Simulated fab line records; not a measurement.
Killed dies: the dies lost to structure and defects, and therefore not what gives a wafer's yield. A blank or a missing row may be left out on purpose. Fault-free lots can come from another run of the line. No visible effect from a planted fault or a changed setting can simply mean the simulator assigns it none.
The tool behind it: which one?	flow nandHarc	24 lots with 72 wafers sampled at 6 steps, on a route of 1159 steps

WHAT THE GAUGES SHOWED, per wafer
NHARC_P_M2_OVL_MEAS_10: pitch 340 nm. Usual: overlayXNm 0.1 nm, standard deviation 0.66; overlayYNm -0.2 nm, standard deviation 0.79.
lot	measured	on	overlayXNm (nm)	overlayYNm (nm)	flag
L074	day 5 22:17	overlay-01	0.6 0.8 0.6	-0.8 -1.6 -1.0	
L075	day 6 13:47	overlay-01	0.4 0.2 0.3	1.4 1.2 1.6	
L076	day 6 15:45	overlay-01	0.6 0.6 1.1	0.3 0.9 0.0	
L078	day 7 03:35	overlay-02	0.3 0.7 0.1	-0.2 0.1 -0.5	
L077	day 7 04:40	overlay-01	0.8 -0.3 0.5	-0.3 -0.3 -0.3	
L079	day 7 12:57	overlay-01	-0.8 -0.9 -0.6	-1.3 -1.7 -1.5	
L080	day 8 00:31	overlay-02	0.5 0.5 0.5	0.9 0.5 0.5	
L081	day 8 05:33	overlay-01	0.2 0.3 0.0	0.4 0.0 -0.7	
L082	day 8 06:05	overlay-01	0.1 0.1 -0.4	0.4 0.2 -0.1	
L083	day 8 16:02	overlay-01	-0.8 -0.7 -0.7	1.5 1.3 1.0	
L084	day 8 18:49	overlay-02	0.6 0.9 0.9	0.3 0.3 0.5	
L087	day 9 06:15	overlay-01	-1.0 -1.3 -0.8	-0.3 0.1 0.7	
L088	day 9 06:31	overlay-02	-0.1 0.5 0.3	-0.4 -0.7 -0.8	
L086	day 9 07:14	overlay-02	0.6 0.6 0.2	-1.2 -1.2 -1.5	
L085	day 9 15:42	overlay-01	0.9 1.2 1.3	-0.2 0.5 0.0	
L090	day 10 03:31	overlay-02	-0.1 0.1 -0.1	0.3 0.2 0.2	
L089	day 10 04:19	overlay-01	0.6 -0.4 0.2	-0.4 -1.0 -0.4	
L091	day 10 13:26	overlay-01	0.0 -0.1 -0.2	0.7 0.9 0.5	
L092	day 10 14:17	overlay-01	0.1 0.6 -0.1	-0.2 0.0 -0.4	
L094	day 10 18:05	overlay-02	-0.5 0.2 -0.7	-0.6 -1.1 -1.1	
L093	day 10 19:08	overlay-01	0.7 0.4 0.5	-1.3 -1.0 -1.1	
L095	day 11 10:02	overlay-01	0.6 0.8 1.0	0.0 -0.2 -0.3	
L096	day 11 10:50	overlay-01	-1.0 -1.2 -1.3	-0.7 -0.7 -0.5	
L097	day 12 01:29	overlay-02	0.4 1.0 0.9	-0.7 -0.8 -0.6	

NHARC_P_BONDPAD_THK_MEAS_33: measures by ellipsometry. Usual: 200.4 nm for thkNm, sd 1.6.
lot	measured	on	thkNm (nm)	flag
L074	day 6 05:03	filmMetro-02	199.3 202.5 200.6	
L075	day 6 18:00	filmMetro-02	203.9 199.7 202.8	
L076	day 6 19:40	filmMetro-01	198.8 199.3 199.9	
L078	day 7 07:31	filmMetro-02	202.0 203.4 202.6	
L077	day 7 08:59	filmMetro-02	201.4 198.0 199.6	
L079	day 7 16:50	filmMetro-02	201.1 200.6 202.3	
L080	day 8 04:25	filmMetro-01	201.8 201.7 200.2	
L081	day 8 09:25	filmMetro-02	201.0 200.5 202.4	
L082	day 8 10:07	filmMetro-02	198.5 201.0 200.9	
L083	day 8 20:09	filmMetro-02	200.1 198.9 197.6	
L084	day 8 22:53	filmMetro-02	201.5 198.2 198.9	
L087	day 9 10:25	filmMetro-02	200.6 204.2 201.8	
L088	day 9 10:41	filmMetro-01	201.1 200.0 201.0	
L086	day 9 11:39	filmMetro-01	201.2 200.4 197.7	
L085	day 9 20:00	filmMetro-02	200.3 199.9 202.1	
L090	day 10 07:26	filmMetro-02	200.9 199.8 202.7	
L089	day 10 08:20	filmMetro-01	200.5 201.0 202.6	
L091	day 10 17:29	filmMetro-01	198.5 198.9 199.2	
L092	day 10 19:11	filmMetro-02	200.1 199.5 198.3	
L094	day 10 22:16	filmMetro-02	199.4 199.3 197.6	
L093	day 10 23:04	filmMetro-02	199.9 200.8 202.3	
L095	day 11 13:56	filmMetro-01	197.6 198.1 196.6	
L096	day 11 14:50	filmMetro-01	198.5 199.0 200.4	
L097	day 12 05:23	filmMetro-01	202.6 200.5 202.5	

EACH LOT AND THE TOOL THAT RAN IT (in order: tool; ch and the chambers of the sampled wafers; start)
lot	NHARC_P_M1_DESCUM_14	NHARC_P_M1_PRE_CLEAN_30	NHARC_P_M2_STRIP_18	NHARC_P_M2_PVD_20
L074	rieDiel-12 ch 0,1,2, day 5 17:40	pvdSputter-02, day 5 22:17 or earlier	rieDiel-07 ch 0,1,2, day 5 22:46	pvdSputter-03, day 6 05:03 or earlier
L075	rieDiel-09 ch 0,2,3, day 6 09:31	pvdSputter-03, day 6 13:47 or earlier	rieDiel-07 ch 0,1,2, day 6 14:17	pvdSputter-02, day 6 18:00 or earlier
L076	rieDiel-06 ch 0,2, day 6 11:37	pvdSputter-03, day 6 15:45 or earlier	rieDiel-07 ch 1,2, day 6 16:15	pvdSputter-01, day 6 19:40 or earlier
L078	rieDiel-06 ch 0,1,2, day 6 23:32	pvdSputter-01, day 7 03:35 or earlier	rieDiel-01 ch 0,3, day 7 04:06	pvdSputter-01, day 7 07:31 or earlier
L077	rieDiel-09 ch 0,2,3, day 7 00:02	pvdSputter-03, day 7 04:40 or earlier	rieDiel-07 ch 0,1,3, day 7 05:08	pvdSputter-01, day 7 08:59 or earlier
L079	rieDiel-12 ch 0,1,3, day 7 08:15	pvdSputter-01, day 7 12:57 or earlier	rieDiel-07 ch 1,2,3, day 7 13:25	pvdSputter-02, day 7 16:50 or earlier
L080	rieDiel-12 ch 0,1,2, day 7 20:27	pvdSputter-02, day 8 00:31 or earlier	rieDiel-07 ch 0,2, day 8 01:01	pvdSputter-03, day 8 04:25 or earlier
L081	rieDiel-12 ch 1,2,3, day 8 01:25	pvdSputter-03, day 8 05:33 or earlier	rieDiel-07 ch 0,1,3, day 8 06:04	pvdSputter-03, day 8 09:25 or earlier
L082	rieDiel-12 ch 0,1,3, day 8 01:54	pvdSputter-03, day 8 06:05 or earlier	rieDiel-07 ch 0,1, day 8 06:36	pvdSputter-02, day 8 10:07 or earlier
L083	rieDiel-12 ch 1,2,3, day 8 11:59	pvdSputter-02, day 8 16:02 or earlier	rieDiel-01 ch 1,2,3, day 8 16:32	pvdSputter-01, day 8 20:09 or earlier
L084	rieDiel-12 ch 0,1,3, day 8 14:52	pvdSputter-03, day 8 18:49 or earlier	rieDiel-07 ch 0,2,3, day 8 19:18	pvdSputter-01, day 8 22:53 or earlier
L087	rieDiel-09 ch 0,3, day 9 01:55	pvdSputter-02, day 9 06:15 or earlier	rieDiel-07 ch 1,2,3, day 9 06:49	pvdSputter-02, day 9 10:25 or earlier
L088	rieDiel-09 ch 0,2,3, day 9 02:28	pvdSputter-01, day 9 06:31 or earlier	rieDiel-13 ch 0,1,3, day 9 07:06	pvdSputter-01, day 9 10:41 or earlier
L086	rieDiel-12 ch 2,3, day 9 02:57	pvdSputter-03, day 9 07:14 or earlier	rieDiel-07 ch 2,3, day 9 07:44	pvdSputter-03, day 9 11:39 or earlier
L085	rieDiel-06 ch 1,2,3, day 9 11:43	pvdSputter-01, day 9 15:42 or earlier	rieDiel-01 ch 1,3, day 9 16:13	pvdSputter-01, day 9 20:00 or earlier
L090	rieDiel-12 ch 0,1,2, day 9 23:17	pvdSputter-01, day 10 03:31 or earlier	rieDiel-13 ch 1,2,3, day 10 04:00	pvdSputter-03, day 10 07:26 or earlier
L089	rieDiel-12 ch 2,3, day 10 00:14	pvdSputter-03, day 10 04:19 or earlier	rieDiel-07 ch 0,3, day 10 04:47	pvdSputter-03, day 10 08:20 or earlier
L091	rieDiel-12 ch 1,2,3, day 10 09:23	pvdSputter-02, day 10 13:26 or earlier	rieDiel-01 ch 0,1,2, day 10 14:08	pvdSputter-01, day 10 17:29 or earlier
L092	rieDiel-12 ch 1,2, day 10 10:02	pvdSputter-02, day 10 14:17 or earlier	rieDiel-01 ch 1,2,3, day 10 15:17	pvdSputter-01, day 10 19:11 or earlier
L094	rieDiel-12 ch 0,1,3, day 10 13:53	pvdSputter-02, day 10 18:05 or earlier	rieDiel-01 ch 1,3, day 10 18:37	pvdSputter-03, day 10 22:16 or earlier
L093	rieDiel-12 ch 0,2,3, day 10 14:32	pvdSputter-03, day 10 19:08 or earlier	rieDiel-01 ch 1,3, day 10 19:37	pvdSputter-03, day 10 23:04 or earlier
L095	rieDiel-09 ch 1,2, day 11 05:47	pvdSputter-02, day 11 10:02 or earlier	rieDiel-07 ch 0,1, day 11 10:30	pvdSputter-02, day 11 13:56 or earlier
L096	rieDiel-09 ch 0,1,3, day 11 06:46	pvdSputter-03, day 11 10:50 or earlier	rieDiel-07 ch 0,2,3, day 11 11:19	pvdSputter-01, day 11 14:50 or earlier
L097	rieDiel-06 ch 0,1,3, day 11 21:32	pvdSputter-02, day 12 01:29 or earlier	rieDiel-07 ch 0,1,3, day 12 01:58	pvdSputter-01, day 12 05:23 or earlier
- NHARC_P_M1_DESCUM_14: chemistry O2, time 3 s.
- NHARC_P_M1_PRE_CLEAN_30: time 30 s.
- NHARC_P_M2_STRIP_18: strips in N2/H2.
- NHARC_P_M2_PVD_20: deposits TaN, target thk 5 nm, time 8.06 s.

WHAT THE TOOLS THEMSELVES READ (means of the sampled wafers that have a number; where no wafer has one, the mark that the record gives instead)
NHARC_P_M1_DESCUM_14. Usual: chamberPressureMTorr 60.00 mTorr, standard deviation 0.052; drypumpMotorCurrentA 5.7 A, standard deviation 0.4; oesProductAu 1.002 a.u., standard deviation 0.012; rfVppV 58.0 V, standard deviation 0.87; showerheadPlenumPTorr 1.98 Torr, standard deviation 0.085; throttleValvePct 11.310 %, standard deviation 0.0093.
lot	tool	chamberPressureMTorr (mTorr)	drypumpMotorCurrentA (A)	oesProductAu (a.u.)	rfVppV (V)	showerheadPlenumPTorr (Torr)	throttleValvePct (%)	flag
L074	rieDiel-12	59.99	5.5	0.989	57.9	1.94	11.318	
L075	rieDiel-09	59.99	5.3	0.996	58.0	2.01	11.314	
L076	rieDiel-06	60.04	6.5	1.004	57.7	1.88	11.303	
L078	rieDiel-06	60.01	6.1	1.001	58.0	1.96	11.320	
L077	rieDiel-09	59.98	5.3	1.009	58.5	2.01	11.319	
L079	rieDiel-12	59.96	5.7	1.010	58.1	1.95	11.305	
L080	rieDiel-12	60.00	5.5	1.005	58.1	1.94	11.299	
L081	rieDiel-12	59.97	5.8	1.013	58.0	1.95	11.316	
L082	rieDiel-12	60.01	5.6	1.007	58.3	1.95	11.317	
L083	rieDiel-12	59.96	5.8	1.005	57.5	1.95	11.318	
L084	rieDiel-12	59.95	5.6	1.015	57.8	1.95	11.309	
L087	rieDiel-09	59.95	5.4	0.995	57.7	2.02	11.309	
L088	rieDiel-09	60.03	5.3	1.004	58.9	2.00	11.309	
L086	rieDiel-12	60.03	6.0	0.995	57.4	2.03	11.297	
L085	rieDiel-06	59.99	5.9	0.995	58.4	2.04	11.313	
L090	rieDiel-12	60.01	5.5	1.007	57.7	1.94	11.312	
L089	rieDiel-12	59.96	6.0	1.006	58.1	2.03	11.314	
L091	rieDiel-12	59.98	5.8	1.015	57.5	1.95	11.310	
L092	rieDiel-12	59.99	5.5	1.022	56.7	1.87	11.313	
L094	rieDiel-12	60.00	5.7	1.010	58.7	1.95	11.308	
L093	rieDiel-12	60.02	5.8	1.016	57.8	2.02	11.308	
L095	rieDiel-09	60.00	5.6	0.991	57.2	1.95	11.309	
L096	rieDiel-09	59.99	5.6	0.990	57.9	2.00	11.304	
L097	rieDiel-06	59.98	6.0	0.992	57.9	1.97	11.304	

NHARC_P_M1_PRE_CLEAN_30. Usual: 414 W for heaterPowerW, sd 24.
lot	tool	heaterPowerW (W)	flag
L074	pvdSputter-02	426	
L075	pvdSputter-03	400	
L076	pvdSputter-03	398	
L078	pvdSputter-01	443	
L077	pvdSputter-03	403	
L079	pvdSputter-01	439	
L080	pvdSputter-02	415	
L081	pvdSputter-03	414	
L082	pvdSputter-03	401	
L083	pvdSputter-02	421	
L084	pvdSputter-03	399	
L087	pvdSputter-02	445	
L088	pvdSputter-01	418	
L086	pvdSputter-03	391	
L085	pvdSputter-01	446	
L090	pvdSputter-01	418	
L089	pvdSputter-03	400	
L091	pvdSputter-02	426	
L092	pvdSputter-02	420	
L094	pvdSputter-02	426	
L093	pvdSputter-03	397	
L095	pvdSputter-02	411	
L096	pvdSputter-03	396	
L097	pvdSputter-02	422	

NHARC_P_M2_STRIP_18. Usual: chamberPressureMTorr 30.000 mTorr, standard deviation 0.028; drypumpMotorCurrentA 5.6 A, standard deviation 0.41; oesProductAu 1.003 a.u., standard deviation 0.0099; rfVppV 90.7 V, standard deviation 0.92; showerheadPlenumPTorr 2.03 Torr, standard deviation 0.09; throttleValvePct 14.171 %, standard deviation 0.0094.
lot	tool	chamberPressureMTorr (mTorr)	drypumpMotorCurrentA (A)	oesProductAu (a.u.)	rfVppV (V)	showerheadPlenumPTorr (Torr)	throttleValvePct (%)	flag
L074	rieDiel-07	30.023	5.5	1.008	91.0	2.06	14.172	
L075	rieDiel-07	30.026	5.5	1.007	90.9	2.06	14.182	
L076	rieDiel-07	29.995	5.8	1.002	90.4	2.03	14.172	
L078	rieDiel-01	29.989	5.2	1.000	91.2	2.07	14.177	
L077	rieDiel-07	29.967	5.8	1.000	90.7	2.07	14.177	
L079	rieDiel-07	29.992	5.8	1.009	90.4	2.00	14.162	
L080	rieDiel-07	30.010	5.4	1.001	91.2	2.01	14.166	
L081	rieDiel-07	30.013	5.7	1.008	90.1	2.07	14.175	
L082	rieDiel-07	29.981	5.4	1.000	91.4	2.13	14.174	
L083	rieDiel-01	29.973	5.5	0.997	90.7	1.94	14.175	
L084	rieDiel-07	30.003	5.5	1.002	90.9	2.03	14.170	
L087	rieDiel-07	30.003	5.8	1.008	90.9	2.00	14.174	
L088	rieDiel-13	30.021	5.7	0.994	90.5	2.06	14.167	
L086	rieDiel-07	29.988	5.6	1.006	90.7	1.95	14.170	
L085	rieDiel-01	30.013	5.6	0.993	90.5	1.94	14.170	
L090	rieDiel-13	29.990	5.8	1.002	90.8	2.07	14.154	
L089	rieDiel-07	30.003	5.8	1.003	90.6	2.04	14.171	
L091	rieDiel-01	30.006	5.1	1.002	89.8	2.01	14.167	
L092	rieDiel-01	29.973	5.4	1.003	90.3	1.94	14.165	
L094	rieDiel-01	29.968	5.4	0.994	89.8	1.95	14.176	
L093	rieDiel-01	29.970	5.6	0.999	90.7	1.94	14.164	
L095	rieDiel-07	30.004	5.5	0.997	91.8	2.13	14.167	
L096	rieDiel-07	29.984	5.6	1.004	89.1	2.02	14.165	
L097	rieDiel-07	30.020	5.8	1.011	90.1	2.07	14.175	

NHARC_P_M2_PVD_20. Usual: biasV 168.7 V, standard deviation 1.6; throttleValvePct 30.3 %, standard deviation 0.45.
lot	tool	biasV (V)	throttleValvePct (%)	flag
L074	pvdSputter-03	167.5	30.2	
L075	pvdSputter-02	167.9	30.0	
L076	pvdSputter-01	168.2	30.4	
L078	pvdSputter-01	167.3	30.7	
L077	pvdSputter-01	168.7	30.5	
L079	pvdSputter-02	168.7	30.0	
L080	pvdSputter-03	166.1	30.3	
L081	pvdSputter-03	167.8	30.0	
L082	pvdSputter-02	168.7	29.9	
L083	pvdSputter-01	168.1	30.6	
L084	pvdSputter-01	169.0	30.4	
L087	pvdSputter-02	168.8	29.8	
L088	pvdSputter-01	169.2	30.5	
L086	pvdSputter-03	169.3	30.1	
L085	pvdSputter-01	167.8	30.4	
L090	pvdSputter-03	169.5	30.1	
L089	pvdSputter-03	169.7	30.2	
L091	pvdSputter-01	169.7	30.3	
L092	pvdSputter-01	170.6	30.6	
L094	pvdSputter-03	168.7	29.9	
L093	pvdSputter-03	169.1	30.4	
L095	pvdSputter-02	169.2	29.9	
L096	pvdSputter-01	168.4	30.6	
L097	pvdSputter-01	167.8	30.2	

THE ANSWER, worked out from the rows above alone
Rule: a lot is off if the mean of its wafers that have a number lies more than 3 standard deviations from the usual mean. A lot without any number at a reading at which 4 lots or more have one is off too. Any other lot the step has rows for is counted as sound. The gauges are gone through in route order, then the tools' own readings, and for those a lot's mean is taken as printed above. The first step at which some lot is off is used, and at that step the reading that is off furthest; a lot without a number counts as furthest.
None of the lots is off at any reading shown; this tells nothing.

WHAT WAS PUT IN BY THE SIMULATOR
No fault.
